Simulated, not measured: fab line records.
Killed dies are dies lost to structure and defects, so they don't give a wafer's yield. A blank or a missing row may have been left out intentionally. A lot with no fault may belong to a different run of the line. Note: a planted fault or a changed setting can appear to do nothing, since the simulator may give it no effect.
Split-lot study / flow n5_finfet / 7 lots, 39 wafers read, on a route of 1938 steps

== SPLIT DETAILS ==
At N5_BEOL_M1_ILD_DEP_00 (deposits SiOC from DEMS/O2, target thk 79 nm, time 15.3 s), the setting time_s was moved away from the recipe's 15.3 s on 15 of the 39 wafers read, by -49.6% to +52.0%. This setting was run at the recipe's value on the other wafers.

The file shows no step between the split and the reading.

== THE READING ==
At N5_BEOL_M1_THK_MEAS_01: M1_ILD_THK, given in nm. A value of 79.0 nm with a standard deviation of 0.95 nm is what fault-free wafers of this fab line usually give.

wafer=L074.1; tool, chamber at the split=pecvd-02, 2; time_s as run, s=15.3; against the recipe=recipe; M1_ILD_THK, nm=78.8; against lot-mates on the recipe=-
wafer=L074.2; tool, chamber at the split=pecvd-02, 0; time_s as run, s=19.66; against the recipe=+28.5%; M1_ILD_THK, nm=99.4; against lot-mates on the recipe=+20.6
wafer=L074.3; tool, chamber at the split=pecvd-02, 1; time_s as run, s=19.66; against the recipe=+28.5%; M1_ILD_THK, nm=100.4; against lot-mates on the recipe=+21.6
wafer=L074.4; tool, chamber at the split=pecvd-02, 0; time_s as run, s=15.3; against the recipe=recipe; M1_ILD_THK, nm=78.5; against lot-mates on the recipe=-
wafer=L074.5; tool, chamber at the split=pecvd-02, 1; time_s as run, s=19.66; against the recipe=+28.5%; M1_ILD_THK, nm=101.5; against lot-mates on the recipe=+22.7
wafer=L074.6; tool, chamber at the split=pecvd-02, 2; time_s as run, s=15.3; against the recipe=recipe; M1_ILD_THK, nm=79.2; against lot-mates on the recipe=-
wafer=L076.1; tool, chamber at the split=pecvd-03, 2; time_s as run, s=15.3; against the recipe=recipe; M1_ILD_THK, nm=78.7; against lot-mates on the recipe=-
wafer=L076.2; tool, chamber at the split=pecvd-03, 1; time_s as run, s=15.3; against the recipe=recipe; M1_ILD_THK, nm=78.4; against lot-mates on the recipe=-
wafer=L076.3; tool, chamber at the split=pecvd-03, 0; time_s as run, s=23.09; against the recipe=+50.9%; M1_ILD_THK, nm=118.3; against lot-mates on the recipe=+39.5
wafer=L076.4; tool, chamber at the split=pecvd-03, 1; time_s as run, s=15.3; against the recipe=recipe; M1_ILD_THK, nm=79.2; against lot-mates on the recipe=-
wafer=L076.5; tool, chamber at the split=pecvd-03, 0; time_s as run, s=23.09; against the recipe=+50.9%; M1_ILD_THK, nm=119.8; against lot-mates on the recipe=+41.0
wafer=L076.6; tool, chamber at the split=pecvd-03, 2; time_s as run, s=23.09; against the recipe=+50.9%; M1_ILD_THK, nm=120.8; against lot-mates on the recipe=+42.0
wafer=L081.2; tool, chamber at the split=pecvd-04, 0; time_s as run, s=15.3; against the recipe=recipe; M1_ILD_THK, nm=78.4; against lot-mates on the recipe=-
wafer=L081.4; tool, chamber at the split=pecvd-04, 0; time_s as run, s=15.3; against the recipe=recipe; M1_ILD_THK, nm=81.4; against lot-mates on the recipe=-
wafer=L081.6; tool, chamber at the split=pecvd-04, 2; time_s as run, s=15.3; against the recipe=recipe; M1_ILD_THK, nm=80.9; against lot-mates on the recipe=-
wafer=L084.1; tool, chamber at the split=pecvd-04, 2; time_s as run, s=15.3; against the recipe=recipe; M1_ILD_THK, nm=77.8; against lot-mates on the recipe=-
wafer=L084.2; tool, chamber at the split=pecvd-04, 0; time_s as run, s=15.3; against the recipe=recipe; M1_ILD_THK, nm=78.4; against lot-mates on the recipe=-
wafer=L084.3; tool, chamber at the split=pecvd-04, 1; time_s as run, s=17.62; against the recipe=+15.2%; M1_ILD_THK, nm=89.3; against lot-mates on the recipe=+10.7
wafer=L084.4; tool, chamber at the split=pecvd-04, 1; time_s as run, s=15.3; against the recipe=recipe; M1_ILD_THK, nm=79.7; against lot-mates on the recipe=-
wafer=L084.5; tool, chamber at the split=pecvd-04, 2; time_s as run, s=17.62; against the recipe=+15.2%; M1_ILD_THK, nm=91.4; against lot-mates on the recipe=+12.8
wafer=L084.6; tool, chamber at the split=pecvd-04, 0; time_s as run, s=17.62; against the recipe=+15.2%; M1_ILD_THK, nm=90.4; against lot-mates on the recipe=+11.8
wafer=L088.1; tool, chamber at the split=pecvd-02, 0; time_s as run, s=7.712; against the recipe=-49.6%; M1_ILD_THK, nm=38.8; against lot-mates on the recipe=-40.2
wafer=L088.2; tool, chamber at the split=pecvd-02, 1; time_s as run, s=15.3; against the recipe=recipe; M1_ILD_THK, nm=79.2; against lot-mates on the recipe=-
wafer=L088.3; tool, chamber at the split=pecvd-02, 2; time_s as run, s=15.3; against the recipe=recipe; M1_ILD_THK, nm=78.2; against lot-mates on the recipe=-
wafer=L088.4; tool, chamber at the split=pecvd-02, 2; time_s as run, s=7.712; against the recipe=-49.6%; M1_ILD_THK, nm=39.9; against lot-mates on the recipe=-39.1
wafer=L088.5; tool, chamber at the split=pecvd-02, 0; time_s as run, s=15.3; against the recipe=recipe; M1_ILD_THK, nm=79.7; against lot-mates on the recipe=-
wafer=L088.6; tool, chamber at the split=pecvd-02, 1; time_s as run, s=7.712; against the recipe=-49.6%; M1_ILD_THK, nm=40.3; against lot-mates on the recipe=-38.7
wafer=L093.1; tool, chamber at the split=pecvd-03, 2; time_s as run, s=15.3; against the recipe=recipe; M1_ILD_THK, nm=77.8; against lot-mates on the recipe=-
wafer=L093.2; tool, chamber at the split=pecvd-03, 1; time_s as run, s=15.3; against the recipe=recipe; M1_ILD_THK, nm=78.7; against lot-mates on the recipe=-
wafer=L093.3; tool, chamber at the split=pecvd-03, 0; time_s as run, s=15.3; against the recipe=recipe; M1_ILD_THK, nm=78.0; against lot-mates on the recipe=-
wafer=L093.4; tool, chamber at the split=pecvd-03, 2; time_s as run, s=15.3; against the recipe=recipe; M1_ILD_THK, nm=78.8; against lot-mates on the recipe=-
wafer=L093.5; tool, chamber at the split=pecvd-03, 1; time_s as run, s=15.3; against the recipe=recipe; M1_ILD_THK, nm=79.3; against lot-mates on the recipe=-
wafer=L093.6; tool, chamber at the split=pecvd-03, 0; time_s as run, s=15.3; against the recipe=recipe; M1_ILD_THK, nm=79.7; against lot-mates on the recipe=-
wafer=L097.1; tool, chamber at the split=pecvd-04, 2; time_s as run, s=15.3; against the recipe=recipe; M1_ILD_THK, nm=78.4; against lot-mates on the recipe=-
wafer=L097.2; tool, chamber at the split=pecvd-04, 1; time_s as run, s=15.3; against the recipe=recipe; M1_ILD_THK, nm=78.1; against lot-mates on the recipe=-
wafer=L097.3; tool, chamber at the split=pecvd-04, 0; time_s as run, s=15.3; against the recipe=recipe; M1_ILD_THK, nm=77.5; against lot-mates on the recipe=-
wafer=L097.4; tool, chamber at the split=pecvd-04, 2,0; time_s as run, s=23.26; against the recipe=+52.0%; M1_ILD_THK, nm=119.8; against lot-mates on the recipe=+41.8
wafer=L097.5; tool, chamber at the split=pecvd-04, 2,0; time_s as run, s=23.26; against the recipe=+52.0%; M1_ILD_THK, nm=119.9; against lot-mates on the recipe=+41.9
wafer=L097.6; tool, chamber at the split=pecvd-04, 1; time_s as run, s=23.26; against the recipe=+52.0%; M1_ILD_THK, nm=120.1; against lot-mates on the recipe=+42.1
If several chambers appear in one row, that row covers several wafers at once and the file leaves open which wafer was in which chamber.

FIT RESULTS
A straight line over all 39 wafers: M1_ILD_THK changes by +0.79 nm for each +1% of time_s; r = +1.00; the points scatter about the line by 0.95 nm.
The same after taking each lot's own level away (the mean of its wafers on the recipe; 39 wafers): +0.797 nm for each +1%; r = +1.00; scatter 0.83 nm.
That fit puts the effect of the largest move of time_s on the reading at 41 nm.
From 78.00 to 80.23 nm: that is the span of the lots' own levels, equal to 2.4 times the standard deviation above.
Hence the lot-to-lot level has little effect on the slope; both slopes agree.
Check: +41.4 nm against its lot-mates is what the line predicts for one of the wafers moved furthest among these (+52.0%) when that wafer is left out of the fit. Against them it came out at +41.8 nm.

== OTHER SPLITS ON THESE WAFERS ==
Note: prior to the reading, these wafers also went through further splits. Each is held against what the fit with the lots' levels taken away leaves over:
other split on the same wafers=N5_FIN_SAQP_HM_DEP_72 time_s; wafers away from the commonest value=12; r with M1_ILD_THK (lot level and that fit taken away)=+0.06
other split on the same wafers=N5_SD_EPI_N_ETCH_45 target_depth_a; wafers away from the commonest value=18; r with M1_ILD_THK (lot level and that fit taken away)=+0.09
other split on the same wafers=N5_SD_EPI_P_EPI_21 epi_growth_time_s; wafers away from the commonest value=18; r with M1_ILD_THK (lot level and that fit taken away)=+0.06
other split on the same wafers=N5_MOL_CONTACT_COAG_ETCH_15 target_depth_a; wafers away from the commonest value=15; r with M1_ILD_THK (lot level and that fit taken away)=-0.12

== THE WHOLE CHAIN: every reading that the file lists as answering this split, in the file's order ==
step=N5_BEOL_M1_ILD_DEP_00; what it does=deposits SiOC from DEMS/O2, target thk 79 nm, time 15.3 s; reading=SiOC_of_BEOL_M1_ILD_DEP_00.thk_nm (the simulator's own value, which no gauge read); change (the file's fit)=+0.796 nm for each +1% of the setting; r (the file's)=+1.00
step=N5_BEOL_M1_THK_MEAS_01; what it does=; reading=M1_ILD_THK; change (the file's fit)=+0.796 for each +1% of the setting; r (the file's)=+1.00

== THE FILE'S OWN FIT ==
M1_ILD_THK changes by +0.796 nm for each +1% of time_s, r = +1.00.
